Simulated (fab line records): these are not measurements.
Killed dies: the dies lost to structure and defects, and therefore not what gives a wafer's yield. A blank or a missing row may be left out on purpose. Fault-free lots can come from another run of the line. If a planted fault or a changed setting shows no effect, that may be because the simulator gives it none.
Matching of chambers -- flow n5Finfet -- pecvd-02 running N5_FIN_SAQP_PECVD_06: 3 sister chambers
The step deposits a-Si from SiH4/He, target thk 60 nm, time 48.1 s. 20 wafers are shown with their chamber, then 10 later ones without.

## WAFERS WITH THEIR CHAMBER
wafer,chamber,throttleValvePct (%),showerheadPlenumPTorr (Torr),heaterPowerW (W)
L075.3,2,17.4,5.59,884
L075.4,2,17.4,5.60,883
L075.6,0,19.3,5.69,1045
L076.2,0,19.5,5.69,1076
L076.3,1,19.3,5.68,810
L076.5,1,19.1,5.66,789
L079.2,0,19.4,5.69,1026
L079.3,1,19.3,5.68,812
L079.6,0,19.4,5.68,1042
L081.2,2,17.7,5.61,944
L081.5,2,17.9,5.62,941
L081.6,1,19.1,5.67,824
L084.2,0,19.6,5.70,1020
L084.3,2,17.6,5.60,848
L084.6,1,19.3,5.67,823
L086.2,2,17.9,5.60,887
L086.4,2,17.9,5.62,845
L086.6,0,19.6,5.69,972
L089.3,0,19.0,5.70,1095
L089.4,2,17.5,5.62,920

SIGNATURES (means of the wafers above)
reading,chamber 0,chamber 1,chamber 2,scatter within a chamber
throttleValvePct,19.400,19.220,17.662,0.195
showerheadPlenumPTorr,5.6914,5.6720,5.6075,0.00944
heaterPowerW,1039.43,811.60,894.00,34.8
Rule: a wafer lies at a distance from a chamber equal to the root of the sum of squares, over the readings, of (its reading less the chamber's mean, divided by the reading's scatter). The wafer belongs to the nearest chamber; if the next one is less than 2 further off, it can't be placed. The scatter is the square root of a quotient: the sum, over the shown wafers, of each reading's squared deviation from its chamber's mean, divided by wafers minus chambers.

## WAFERS WITH NO CHAMBER GIVEN
wafer,throttleValvePct (%),showerheadPlenumPTorr (Torr),heaterPowerW (W)
L089.6,19.3,5.68,1103
L091.1,19.2,5.68,1053
L091.2,17.7,5.60,881
L091.6,19.4,5.69,1067
L094.2,17.8,5.59,942
L094.3,19.4,5.69,1072
L094.5,17.6,5.60,951
L097.1,19.4,5.69,1045
L097.4,19.4,5.69,1014
L097.5,18.9,5.67,753

## CHAMBER TAKEN BY EACH
wafer,from the rows above,in truth
L089.6,0,0
L091.1,0,0
L091.2,2,2
L091.6,0,0
L094.2,2,2
L094.3,0,0
L094.5,2,2
L097.1,0,0
L097.4,0,0
L097.5,1,1
10 of 10 placed correctly. Can't be placed from these rows: 0. Number placed wrongly: 0.
